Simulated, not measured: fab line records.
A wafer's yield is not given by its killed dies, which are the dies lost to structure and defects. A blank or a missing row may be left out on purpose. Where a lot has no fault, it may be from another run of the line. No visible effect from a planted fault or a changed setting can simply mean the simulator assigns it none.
fab line records    flow nandHarc    part 2 of 2: steps 28 to 34 of 34
record lots=5  wafers=15  lastDay=25
route steps=1159 shown P_GATE@203 P_CONTACT@217
lots that met no fault: from a run of the same line without faults
startH: hours from the record's opening day to when the first of the lot's shown wafers began    waitH: hours elapsed since this lot's preceding step    " repeats the value in the row above    L1.1+2: a row that stands for several wafers    - no value, or no start given    * or withheld: withheld    < > ~ a bound
route shown NAME@n: names a module that has steps shown in the file, with the first one's number in the route    usual: the fault-free wafers' mean and standard deviation    same: alike in all rows    chamber/n: place in a boat    sites: per-site readings    _std_site: how widely they spread, as a standard deviation    _edge_site: inner sites' mean taken away from outer sites' mean    radiusMm: for every site, how far away it sits from the centre of the wafer    mask NAME#n: copy n    behind: tool/chamber where the wafer was last shaped    hold: why the lot was held/for how many hours/how that ended    device: names the non-switching transistor (n, p or np)    end of line: the tests these same wafers got at the end of their route    a step without rows: its recipe alone    killed: not the wafer's yield, but the dies lost to structure and defects at the first sort    map: per-die view of a wafer (x killed, . not killed, _ where there is no die)
set.NAME: the setting as run; set.NAME@STEP: as run at that earlier step    model.NAME: the simulator's own value behind a step, which no gauge read
lots seen at some steps along the route; tables by step, rows by wafer
services: a tool's chamber out of use, with start hour (startH, from the record's first day; less than 0 if before it), hours out, and reason
## steps
# step NHARC_P_CONTACT_DEVELOP_11
# recipe developTimeS=35  devTempC=23
# usual chillPlateTempC=23.00/0.11
lot.wafer  tool           chamber  startH  waitH  chillPlateTempC
L076.2     lithoTrack-04  0        -       -      22.97
L076.3     "              0        "       "      23.11
L076.5     "              0        "       "      23.06
L080.4     lithoTrack-06  0        -       -      23.13
L080.5     "              0        "       "      23.08
L080.6     "              0        "       "      23.10
L089.2     lithoTrack-04  0        -       -      22.83
L089.3     "              0        "       "      23.11
L089.6     "              0        "       "      23.04
L093.1     lithoTrack-06  0        -       -      23.03
L093.3     "              0        "       "      22.94
L093.6     "              0        "       "      23.11
L096.1     lithoTrack-06  0        -       -      22.99
L096.2     "              0        "       "      23.13
L096.4     "              0        "       "      23.07
# step NHARC_P_CONTACT_CD_MEAS_12
# recipe targetCdNm=90  landingEnergyEv=500
# usual cdNm=90.0/0.63
lot.wafer  tool      chamber  startH  waitH  cdNm
L076.2     cdSem-03  0        120.81  -      89.3
L076.3     "         0        "       "      90.0
L076.5     "         0        "       "      89.7
L080.4     cdSem-01  0        149.02  -      90.1
L080.5     "         0        "       "      89.4
L080.6     "         0        "       "      89.1
L089.2     cdSem-02  0        201.23  -      89.8
L089.3     "         0        "       "      88.7
L089.6     "         0        "       "      89.7
L093.1     cdSem-01  0        221.79  -      90.6
L093.3     "         0        "       "      89.7
L093.6     "         0        "       "      89.0
L096.1     cdSem-01  0        243.46  -      89.5
L096.2     "         0        "       "      90.6
L096.4     "         0        "       "      89.4
# step NHARC_P_CONTACT_OVL_MEAS_13
# usual overlayXNm=0.0/0.81  overlayYNm=0.1/0.91
lot.wafer  tool        chamber  startH  waitH  overlayXNm  overlayYNm
L076.2     overlay-01  -        120.90  -      1.5         -0.9
L076.3     "           -        "       "      1.3         -1.4
L076.5     "           -        "       "      1.1         -1.0
L080.4     overlay-01  -        149.11  -      -1.4        0.0
L080.5     "           -        "       "      -1.2        0.0
L080.6     "           -        "       "      -0.7        0.0
L089.2     overlay-02  -        201.31  -      0.3         1.0
L089.3     "           -        "       "      0.1         0.5
L089.6     "           -        "       "      -0.2        1.1
L093.1     overlay-01  -        221.88  -      -0.1        1.1
L093.3     "           -        "       "      -0.5        1.4
L093.6     "           -        "       "      -0.4        1.6
L096.1     overlay-02  -        243.55  -      0.5         1.2
L096.2     "           -        "       "      0.8         0.9
L096.4     "           -        "       "      0.8         0.8
# step NHARC_P_CONTACT_INSPECT_14
# usual rawDefectCount=4.2/2.3
lot.wafer  tool              chamber  startH  waitH  rawDefectCount
L076.2     defectInspect-02  -        120.94  0.0    4
L076.3     "                 -        "       "      3
L076.5     "                 -        "       "      2
L080.4     defectInspect-01  -        149.14  0.0    2
L080.5     "                 -        "       "      4
L080.6     "                 -        "       "      2
L089.2     defectInspect-02  -        201.35  0.0    3
L089.3     "                 -        "       "      1
L089.6     "                 -        "       "      2
L093.1     defectInspect-02  -        221.91  0.0    6
L093.3     "                 -        "       "      8
L093.6     "                 -        "       "      2
L096.1     defectInspect-02  -        243.59  0.0    7
L096.2     "                 -        "       "      2
L096.4     "                 -        "       "      4
# step NHARC_P_CONTACT_DESCUM_17
# recipe timeS=3  o2FlowSccm=200  arFlowSccm=0  biasPowerW=0  chemistry=O2
# usual chamberPressureMTorr=60.01/0.06  drypumpMotorCurrentA=5.6/0.36  oesProductAu=0.995/0.012  rfVppV=58.0/0.81  showerheadPlenumPTorr=1.96/0.06  throttleValvePct=11.311/0.008
lot.wafer  tool        chamber  startH  waitH  chamberPressureMTorr  drypumpMotorCurrentA  oesProductAu  rfHoursCounterH  rfVppV  showerheadPlenumPTorr  throttleValvePct
L076.3     rieDiel-04  0        121.00  0.1    60.03                 6.2                   1.006         0                59.2    2.06                   11.311
L076.2     "           3        "       "      60.07                 5.8                   1.001         0                57.8    1.95                   11.301
L076.5     "           1        "       "      60.08                 5.7                   0.968         -                59.8    1.95                   11.321
L080.4     rieDiel-04  3        149.21  0.1    59.93                 5.8                   0.986         4                58.1    1.95                   11.310
L080.5     "           2        "       "      60.01                 5.4                   0.997         -                57.7    1.95                   11.302
L080.6     "           3        "       "      60.05                 5.8                   1.001         -                58.0    1.95                   11.314
L089.3     rieDiel-04  2        201.42  0.1    60.01                 5.4                   1.008         7                57.9    1.95                   11.315
L089.2     "           0        "       "      59.98                 6.2                   1.007         7                57.8    2.06                   11.325
L089.6     "           1        "       "      59.99                 5.7                   0.987         -                58.8    1.95                   11.305
L093.3     rieDiel-04  0        221.97  0.1    60.03                 6.2                   1.007         10               58.5    2.06                   11.299
L093.1     "           1        "       "      60.11                 5.7                   0.986         9                58.2    1.95                   11.306
L093.6     "           0        "       "      60.05                 6.2                   1.009         -                57.5    2.06                   11.320
L096.1     rieDiel-04  3        243.66  0.1    59.98                 5.8                   0.998         11               57.4    1.95                   11.314
L096.4     "           0        "       "      60.11                 6.2                   1.014         12               58.8    2.05                   11.310
L096.2     "           1        "       "      60.01                 5.7                   0.982         11               57.6    1.95                   11.312
# step NHARC_P_CONTACT_ETCH_35
# recipe targetDepthA=390  overEtchFrac=0.3  timeS=65  ionEnergyEv=80  cf4FlowSccm=150  arFlowSccm=0  rfW=300  biasW=100  chemistry=CF4
# usual chamberPressureMTorr=50.00/0.05  drypumpMotorCurrentA=5.6/0.38  oesProductAu=0.994/0.01  rfVppV=151.7/1.1  showerheadPlenumPTorr=1.80/0.052  throttleValvePct=13.283/0.01
lot.wafer  tool        chamber  startH  waitH  chamberPressureMTorr  drypumpMotorCurrentA  oesProductAu  rfHoursCounterH  rfVppV  showerheadPlenumPTorr  throttleValvePct
L076.3     rieDiel-04  3        121.10  0.1    49.99                 5.8                   0.989         0                152.3   1.80                   13.266
L076.2     "           0        "       "      50.10                 6.2                   0.997         0                154.4   1.89                   13.265
L076.5     "           2        "       "      49.99                 5.4                   0.991         -                153.0   1.80                   13.275
L080.4     rieDiel-04  1        149.29  0.1    50.01                 5.7                   0.991         2                151.8   1.80                   13.287
L080.5     "           0        "       "      49.98                 6.2                   1.005         -                152.5   1.89                   13.291
L080.6     "           1        "       "      49.99                 5.7                   0.975         -                151.5   1.80                   13.281
L089.3     rieDiel-04  1        201.50  0.1    50.04                 5.6                   0.994         6                152.1   1.80                   13.282
L089.2     "           0        "       "      50.02                 6.1                   1.000         7                150.8   1.89                   13.282
L089.6     "           1        "       "      50.07                 5.7                   0.992         -                151.2   1.80                   13.269
L093.3     rieDiel-04  2        222.06  0.1    49.98                 5.4                   0.999         10               151.3   1.80                   13.298
L093.1     "           3        "       "      50.06                 5.8                   0.994         10               152.6   1.80                   13.278
L093.6     "           3        "       "      49.96                 5.8                   0.987         -                151.4   1.80                   13.300
L096.4     rieDiel-04  3        243.73  0.1    50.02                 5.8                   0.982         11               151.8   1.80                   13.295
L096.2     "           0        "       "      49.89                 6.2                   1.003         12               150.7   1.89                   13.291
L096.1     "           1        "       "      49.94                 5.7                   0.977         11               151.5   1.80                   13.300
# step NHARC_P_CONTACT_ETCH_36
# recipe targetDepthA=2600  overEtchFrac=0.25  timeS=406.25  ionEnergyEv=200  n2FlowSccm=150  h2FlowSccm=150  arFlowSccm=0  rfW=400  biasW=150  chemistry=N2/H2
# usual chamberPressureMTorr=30.001/0.026  drypumpMotorCurrentA=5.6/0.35  oesProductAu=0.995/0.011  rfVppV=431.9/2.1  showerheadPlenumPTorr=2.09/0.065  throttleValvePct=14.172/0.0091
lot.wafer  tool        chamber  startH  waitH  chamberPressureMTorr  drypumpMotorCurrentA  oesProductAu  rfHoursCounterH  rfVppV  showerheadPlenumPTorr  throttleValvePct
L076.3     rieDiel-04  3        -       -      29.997                5.8                   0.993         0                432.0   2.08                   14.176
L076.2     "           0        "       "      30.003                6.1                   1.000         0                434.9   2.20                   14.171
L076.5     "           0        "       "      29.964                6.2                   0.998         -                434.3   2.20                   14.164
L080.4     rieDiel-04  3        -       -      29.972                5.8                   0.993         4                429.9   2.08                   14.171
L080.6     "           0        "       "      30.003                6.2                   1.008         -                435.2   2.20                   14.163
L080.5     "           1        "       "      29.966                5.7                   0.974         -                432.4   2.08                   14.172
L089.3     rieDiel-04  0        -       -      29.986                6.2                   0.996         8                433.5   2.20                   14.168
L089.2     "           1        "       "      29.997                5.7                   0.985         6                432.5   2.08                   14.174
L089.6     "           1        "       "      30.083                5.7                   0.989         -                432.3   2.08                   14.172
L093.1     rieDiel-04  2        -       -      30.017                5.4                   1.002         10               432.1   2.08                   14.179
L093.3     "           3        "       "      30.052                5.8                   0.981         10               432.0   2.08                   14.180
L093.6     "           0        "       "      30.063                6.2                   1.003         -                434.3   2.20                   14.184
L096.4     rieDiel-04  0        -       -      30.007                6.2                   1.011         12               433.1   2.19                   14.168
L096.2     "           1        "       "      30.058                5.7                   0.974         11               432.1   2.08                   14.171
L096.1     "           3        "       "      30.037                5.8                   0.986         11               432.9   2.08                   14.186
## services
tool            chamber  startH  hours  kind
lithoTrack-01   -        93.00   7.0    pm
pecvd-01        1        96.11   2.6    repair
plasmaAsher-01  -        99.00   9.0    pm
pvdSputter-03   -        102.00  10.0   pm
rieDiel-04      -        111.90  9.0    pm
lithoTrack-06   -        117.00  7.0    pm
pvdSputter-02   -        118.04  4.2    repair
wetBench-06     -        129.60  8.0    pm
rieDiel-04      1        129.98  6.6    repair
pecvd-01        2        135.80  30.1   repair
lithoTrack-04   -        141.00  7.0    pm
pecvd-01        1        142.07  6.4    repair
plasmaAsher-02  -        152.71  2.3    repair
pvdSputter-02   -        152.93  3.7    repair
pvdSputter-01   -        158.00  10.0   pm
pvdSputter-02   -        162.59  11.5   repair
plasmaAsher-02  -        163.33  7.7    repair
plasmaAsher-02  -        183.00  9.0    pm
pvdSputter-02   -        190.13  2.5    repair
wetBench-05     -        196.80  8.0    pm
pvdSputter-02   -        214.07  10.0   pm
wetBench-06     -        224.90  11.4   repair
rieDiel-04      -        226.02  1.5    repair
pecvd-01        -        237.32  13.0   pm
